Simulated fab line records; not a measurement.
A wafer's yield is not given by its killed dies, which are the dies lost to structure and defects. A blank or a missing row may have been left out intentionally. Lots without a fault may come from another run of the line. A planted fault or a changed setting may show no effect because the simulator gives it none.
Chamber matching :: flow nand harc :: 4 sister chambers for NHARC_A_SLIT_ETCH_29 on rie diel-09
The step etches the open film in CF4/O2, target depth 100 nm, overetch 10 nm, time 55 s. 18 wafers are shown with their chamber, then 9 later ones without.

== WAFERS PAIRED WITH THEIR CHAMBERS ==
wafer: L074.1
chamber: 3
showerhead plenum p Torr (Torr): 1.29
drypump motor current A (A): 6.3
rf vpp V (V): 196.2

wafer: L074.4
chamber: 0
showerhead plenum p Torr (Torr): 1.28
drypump motor current A (A): 6.3
rf vpp V (V): 197.3

wafer: L074.5
chamber: 3
showerhead plenum p Torr (Torr): 1.29
drypump motor current A (A): 6.3
rf vpp V (V): 196.6

wafer: L079.3
chamber: 0
showerhead plenum p Torr (Torr): 1.28
drypump motor current A (A): 6.4
rf vpp V (V): 196.4

wafer: L079.5
chamber: 2
showerhead plenum p Torr (Torr): 1.35
drypump motor current A (A): 6.2
rf vpp V (V): 198.0

wafer: L079.6
chamber: 1
showerhead plenum p Torr (Torr): 1.37
drypump motor current A (A): 6.2
rf vpp V (V): 197.7

wafer: L080.4
chamber: 3
showerhead plenum p Torr (Torr): 1.29
drypump motor current A (A): 6.2
rf vpp V (V): 197.4

wafer: L080.5
chamber: 1
showerhead plenum p Torr (Torr): 1.37
drypump motor current A (A): 6.2
rf vpp V (V): 198.1

wafer: L080.6
chamber: 2
showerhead plenum p Torr (Torr): 1.35
drypump motor current A (A): 6.1
rf vpp V (V): 198.4

wafer: L086.1
chamber: 3
showerhead plenum p Torr (Torr): 1.29
drypump motor current A (A): 6.3
rf vpp V (V): 197.4

wafer: L086.4
chamber: 1
showerhead plenum p Torr (Torr): 1.37
drypump motor current A (A): 6.2
rf vpp V (V): 198.6

wafer: L086.6
chamber: 1
showerhead plenum p Torr (Torr): 1.37
drypump motor current A (A): 6.2
rf vpp V (V): 199.4

wafer: L085.2
chamber: 1
showerhead plenum p Torr (Torr): 1.37
drypump motor current A (A): 6.2
rf vpp V (V): 199.1

wafer: L085.3
chamber: 2
showerhead plenum p Torr (Torr): 1.35
drypump motor current A (A): 6.1
rf vpp V (V): 198.5

wafer: L085.4
chamber: 0
showerhead plenum p Torr (Torr): 1.28
drypump motor current A (A): 6.3
rf vpp V (V): 196.5

wafer: L090.1
chamber: 3
showerhead plenum p Torr (Torr): 1.29
drypump motor current A (A): 6.3
rf vpp V (V): 196.1

wafer: L090.3
chamber: 1
showerhead plenum p Torr (Torr): 1.37
drypump motor current A (A): 6.2
rf vpp V (V): 198.8

wafer: L090.6
chamber: 0
showerhead plenum p Torr (Torr): 1.27
drypump motor current A (A): 6.4
rf vpp V (V): 197.0

SIGNATURES, as means of the wafers listed above
reading: showerhead plenum p Torr
chamber 0: 1.2775
chamber 1: 1.3700
chamber 2: 1.3500
chamber 3: 1.2900
scatter within a chamber: 0.00231

reading: drypump motor current A
chamber 0: 6.350
chamber 1: 6.200
chamber 2: 6.133
chamber 3: 6.280
scatter within a chamber: 0.042

reading: rf vpp V
chamber 0: 196.800
chamber 1: 198.617
chamber 2: 198.300
chamber 3: 196.740
scatter within a chamber: 0.552
Rule: a wafer lies at a distance from a chamber equal to the root of the sum of squares, over the readings, of (its reading less the chamber's mean, divided by the reading's scatter). The wafer belongs to the nearest chamber; if the next one is less than 2 further off, it can't be placed. The scatter is the square root of a quotient: the sum, over the shown wafers, of each reading's squared deviation from its chamber's mean, divided by wafers minus chambers.

== WAFERS MISSING THEIR CHAMBER ==
wafer: L088.2
showerhead plenum p Torr (Torr): 1.35
drypump motor current A (A): 6.1
rf vpp V (V): 197.2

wafer: L088.3
showerhead plenum p Torr (Torr): 1.27
drypump motor current A (A): 6.3
rf vpp V (V): 195.7

wafer: L088.5
showerhead plenum p Torr (Torr): 1.29
drypump motor current A (A): 6.3
rf vpp V (V): 197.8

wafer: L094.1
showerhead plenum p Torr (Torr): 1.35
drypump motor current A (A): 6.1
rf vpp V (V): 198.1

wafer: L094.4
showerhead plenum p Torr (Torr): 1.27
drypump motor current A (A): 6.3
rf vpp V (V): 196.3

wafer: L094.5
showerhead plenum p Torr (Torr): 1.27
drypump motor current A (A): 6.3
rf vpp V (V): 196.8

wafer: L097.1
showerhead plenum p Torr (Torr): 1.37
drypump motor current A (A): 6.2
rf vpp V (V): 198.3

wafer: L097.4
showerhead plenum p Torr (Torr): 1.29
drypump motor current A (A): 6.3
rf vpp V (V): 196.6

wafer: L097.5
showerhead plenum p Torr (Torr): 1.35
drypump motor current A (A): 6.1
rf vpp V (V): 199.5

== CHAMBER TAKEN BY EACH ==
wafer: L088.2
from the rows above: 2
in truth: 2

wafer: L088.3
from the rows above: 0
in truth: 0

wafer: L088.5
from the rows above: 3
in truth: 3

wafer: L094.1
from the rows above: 2
in truth: 2

wafer: L094.4
from the rows above: 0
in truth: 0

wafer: L094.5
from the rows above: 0
in truth: 0

wafer: L097.1
from the rows above: 1
in truth: 1

wafer: L097.4
from the rows above: 3
in truth: 3

wafer: L097.5
from the rows above: 2
in truth: 2
Correctly placed: 9 of 9. Left unplaced by these rows: 0. Number placed wrongly: 0.
